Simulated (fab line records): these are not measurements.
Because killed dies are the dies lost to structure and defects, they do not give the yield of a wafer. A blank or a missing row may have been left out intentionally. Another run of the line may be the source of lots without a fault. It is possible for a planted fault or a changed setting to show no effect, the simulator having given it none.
Which tool is to blame?    flow n5_finfet    Sampling: 9 lots, 27 wafers, 6 of 1938 route steps

## WHAT THE GAUGES READ, wafer by wafer
N5_SD_EPI_P_CD_MEAS_09 targets a cd of 240 nm.
lot   measured     on         cd_nm (nm)
L586  day 3 15:26  cd_sem-01  241.5 241.2 240.4
L587  day 3 20:09  cd_sem-01  240.6 239.6 238.6
L590  day 4 13:22  cd_sem-03  240.1 239.8 239.5
L594  day 5 17:41  cd_sem-03  240.3 238.8 239.6
L597  day 6 06:58  cd_sem-01  241.1 240.7 240.5
L602  day 7 11:41  cd_sem-03  222.7 222.2 220.9
L603  day 7 18:38  cd_sem-01  222.7 222.0 222.3
L606  day 8 11:32  cd_sem-01  239.6 238.6 239.3
L608  day 8 23:26  cd_sem-01  240.6 240.5 240.6

N5_SD_EPI_P_OVL_MEAS_10.
lot   measured     on          SD_P_BLK_OVL (nm)
L586  day 3 15:28  overlay-02  -1.5 0.5 -1.7
L587  day 3 20:11  overlay-01  0.5 -1.1 0.3
L590  day 4 13:24  overlay-02  -1.0 -0.8 -1.2
L594  day 5 17:43  overlay-01  0.2 0.5 0.3
L597  day 6 06:59  overlay-01  -1.1 0.4 -0.7
L602  day 7 11:43  overlay-02  -0.3 0.5 -0.9
L603  day 7 18:40  overlay-01  -1.2 -0.5 -0.5
L606  day 8 11:34  overlay-02  -0.2 -0.4 1.7
L608  day 8 23:28  overlay-01  1.5 -0.2 0.9

N5_BEOL_M4_RC_MEAS_101.
lot   measured      on         DIBL_N (mV/V)   DIBL_P (mV/V)   IOFF_N (nA/um)  IOFF_P (nA/um)  ION_N (uA/um)  ION_P (uA/um)  SS_N (mV/dec)   SS_P (mV/dec)   VT_N (mV)    VT_P (mV)
L586  day 10 11:23  prober-01  33.7 33.8 35.0  33.5 33.5 35.4  0.13 0.12 0.15  0.19 0.19 0.22  671 659 664    471 464 463    71.2 71.0 71.5  72.6 73.0 72.8  252 254 250  -249 -249 -251
L587  day 9 17:16   prober-01  37.6 35.8 35.0  38.7 35.3 35.0  0.17 0.13 0.12  0.21 0.16 0.16  675 672 666    462 452 455    72.0 71.6 70.9  73.9 72.1 72.7  248 252 252  -250 -256 -255
L590  day 10 16:30  prober-02  36.3 35.1 37.4  35.5 33.6 36.4  0.15 0.13 0.18  0.19 0.17 0.21  674 667 694    463 462 471    70.6 70.5 71.2  73.7 73.0 72.5  251 250 246  -251 -252 -254
L594  day 11 17:00  prober-02  35.4 37.9 36.7  35.7 38.7 37.3  0.15 0.21 0.18  0.18 0.23 0.20  665 697 674    457 468 454    71.2 71.7 71.2  72.8 74.1 73.0  251 246 249  -254 -250 -251
L597  day 12 15:33  prober-01  37.1 36.7 35.6  37.6 35.7 34.2  0.17 0.15 0.13  0.23 0.19 0.18  692 681 670    464 456 453    72.2 71.4 71.1  73.9 72.4 72.9  248 250 251  -250 -252 -253
L602  day 13 20:44  prober-01  38.0 33.7 34.7  37.5 32.2 33.5  0.20 0.12 0.13  0.26 0.17 0.18  699 654 674    471 452 461    72.3 70.6 71.4  74.3 72.7 74.0  246 253 251  -244 -250 -251
L603  day 14 11:29  prober-02  34.9 37.0 37.3  35.0 37.8 37.6  0.14 0.18 0.18  0.19 0.24 0.23  666 681 685    465 469 467    71.3 71.4 71.3  72.3 73.3 73.4  251 246 244  -251 -247 -249
L606  day 15 14:51  prober-02  35.6 34.9 36.8  35.1 34.2 35.7  0.12 0.12 0.14  0.18 0.17 0.19  648 672 667    450 464 461    71.4 70.7 70.9  73.4 73.2 72.4  255 254 252  -253 -251 -253
L608  day 16 21:25  prober-01  35.7 37.1 35.8  34.9 36.6 35.0  0.15 0.17 0.15  0.21 0.23 0.21  665 670 680    459 462 463    71.9 72.6 72.4  72.9 73.0 72.9  250 248 253  -250 -248 -251

## TOOL THAT RAN EACH LOT (tool first, then ch and the chambers of the sampled wafers, then the start)
lot   N5_SD_EPI_N_ETCH_34                N5_SD_EPI_P_PEB_07                N5_SD_EPI_P_ETCH_47
L586  rie_diel-06 ch 1,3, day 3 10:22    litho_track-02 ch 0, day 3 15:22  rie_diel-01 ch 0,1,2, day 3 16:02
L587  rie_diel-02 ch 0,2,3, day 3 15:04  litho_track-05 ch 0, day 3 20:05  rie_diel-01 ch 1,3, day 3 20:58
L590  rie_diel-03 ch 0,1,3, day 4 08:27  litho_track-02 ch 0, day 4 13:19  rie_diel-01 ch 0,1, day 4 13:58
L594  rie_diel-03 ch 1,3, day 5 13:28    litho_track-02 ch 0, day 5 17:37  rie_diel-01 ch 1,2,3, day 5 18:17
L597  rie_diel-06 ch 0,2,3, day 6 02:35  litho_track-02 ch 0, day 6 06:53  rie_diel-04 ch 0,1,2, day 6 07:41
L602  rie_diel-02 ch 0,1,2, day 7 07:28  litho_track-02 ch 0, day 7 11:38  rie_diel-01 ch 0,1, day 7 12:29
L603  rie_diel-02 ch 2,3, day 7 14:19    litho_track-02 ch 0, day 7 18:35  rie_diel-05 ch 0,1,3, day 7 19:15
L606  rie_diel-02 ch 0,1,2, day 8 06:31  litho_track-01 ch 0, day 8 11:28  rie_diel-01 ch 0,1,2, day 8 12:08
L608  rie_diel-06 ch 0,3, day 8 18:39    litho_track-01 ch 0, day 8 23:22  rie_diel-01 ch 0,3, day 9 00:02
- N5_SD_EPI_N_ETCH_34: etches SiARC in CF4, target depth 45.5 nm, time 75.8 s.
- N5_SD_EPI_P_PEB_07: peb time 60 s.
- N5_SD_EPI_P_ETCH_47: etches SiOCN in CH3F/O2, target depth 25 nm.

## AS READ BY THE TOOLS THEMSELVES (means over the sampled wafers that have a number; for cases with no such wafer, the mark the record gives instead)
N5_SD_EPI_N_ETCH_34.
lot   tool         drypump_motor_current_A (A)  etch_rf_on_time_s (s)  oes_product_au (a.u.)  rf_vpp_V (V)  showerhead_plenum_p_Torr (Torr)  throttle_valve_pct (%)
L586  rie_diel-06  5.7                          75.0                   0.63                   185.0         2.23                             15.62
L587  rie_diel-02  5.9                          73.8                   0.62                   183.2         2.08                             15.45
L590  rie_diel-03  5.6                          74.7                   0.63                   184.5         2.13                             15.71
L594  rie_diel-03  6.0                          73.7                   0.66                   184.5         2.17                             15.83
L597  rie_diel-06  6.3                          76.9                   0.61                   184.8         2.21                             15.67
L602  rie_diel-02  5.6                          75.2                   0.68                   184.4         2.17                             15.54
L603  rie_diel-02  5.9                          75.0                   0.61                   183.8         2.08                             15.51
L606  rie_diel-02  5.6                          75.9                   0.67                   183.9         2.17                             15.56
L608  rie_diel-06  6.2                          77.4                   0.61                   185.7         2.21                             15.74

N5_SD_EPI_P_PEB_07.
lot   tool            heater_power_total_W (W)
L586  litho_track-02  174.1
L587  litho_track-05  174.4
L590  litho_track-02  177.0
L594  litho_track-02  174.9
L597  litho_track-02  174.6
L602  litho_track-02  235.3
L603  litho_track-02  236.0
L606  litho_track-01  174.4
L608  litho_track-01  175.7

N5_SD_EPI_P_ETCH_47.
lot   tool         drypump_motor_current_A (A)  oes_product_au (a.u.)  rf_vpp_V (V)  showerhead_plenum_p_Torr (Torr)  throttle_valve_pct (%)
L586  rie_diel-01  5.8                          0.80                   129.7         2.06                             16.31
L587  rie_diel-01  6.2                          0.72                   127.6         2.03                             16.39
L590  rie_diel-01  6.1                          0.73                   131.6         2.06                             16.57
L594  rie_diel-01  5.9                          0.86                   126.1         2.03                             16.18
L597  rie_diel-04  5.7                          0.79                   126.2         1.95                             16.32
L602  rie_diel-01  6.2                          0.71                   128.9         2.05                             16.42
L603  rie_diel-05  5.2                          0.83                   126.5         2.05                             16.38
L606  rie_diel-01  5.8                          0.75                   128.8         2.05                             16.38
L608  rie_diel-01  6.3                          0.83                   128.0         2.00                             16.50

## THE ANSWER, worked out from the rows above alone
Rule: what is usual is taken from the lots themselves. Put in order of their means at a reading, lots are off if they are a third of the lots or fewer, leave a main group of 4 or more, and stand apart from it by a gap of 3 or more times the standard deviation of the main group's means; of several such gaps the widest counts. A main group whose means are all the same, to the digits that the tables above print for the reading, isn't used. Also off: a lot with no number at a reading for which 4 or more lots have one. All remaining lots with rows at the step are treated as sound. The gauges are gone through in route order, then the tools' own readings, and for those a lot's mean is taken as printed above. At the first step where some lot is off, the reading lying furthest off is the one used; lots without a number count as furthest.
Off at N5_SD_EPI_P_CD_MEAS_09 (cd_nm): L602, L603. The main group has a mean of 240.1 nm with a standard deviation of 0.66.
If a tool, at a process step before that reading, ran all the lots that are off and no sound lot after the first of them, it fits. Not tried: the gauges at N5_SD_EPI_P_CD_MEAS_09; whatever is off there is also off at N5_SD_EPI_P_PEB_07, on other tools, and gauge error can't account for it. One fits: N5_SD_EPI_P_PEB_07 on litho_track-02. A fault onset in the window from L597 (day 6 06:53, its last sound lot) to L602 (day 7 11:38, its first lot off) fits.
On the lots that are off, the tool's own readings at N5_SD_EPI_P_PEB_07 differ by more than 5 times the standard deviation of the sound lots' means, which bears it out; heater_power_total_W reads 235.7 W there versus 175.0 W on the sound lots.

## WHAT THE SIMULATOR HAD PUT IN
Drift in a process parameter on litho_track-02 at N5_SD_EPI_P_PEB_07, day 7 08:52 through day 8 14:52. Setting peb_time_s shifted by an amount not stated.
Struck lots among those shown: L602, L603. This agrees with what the rule above found.
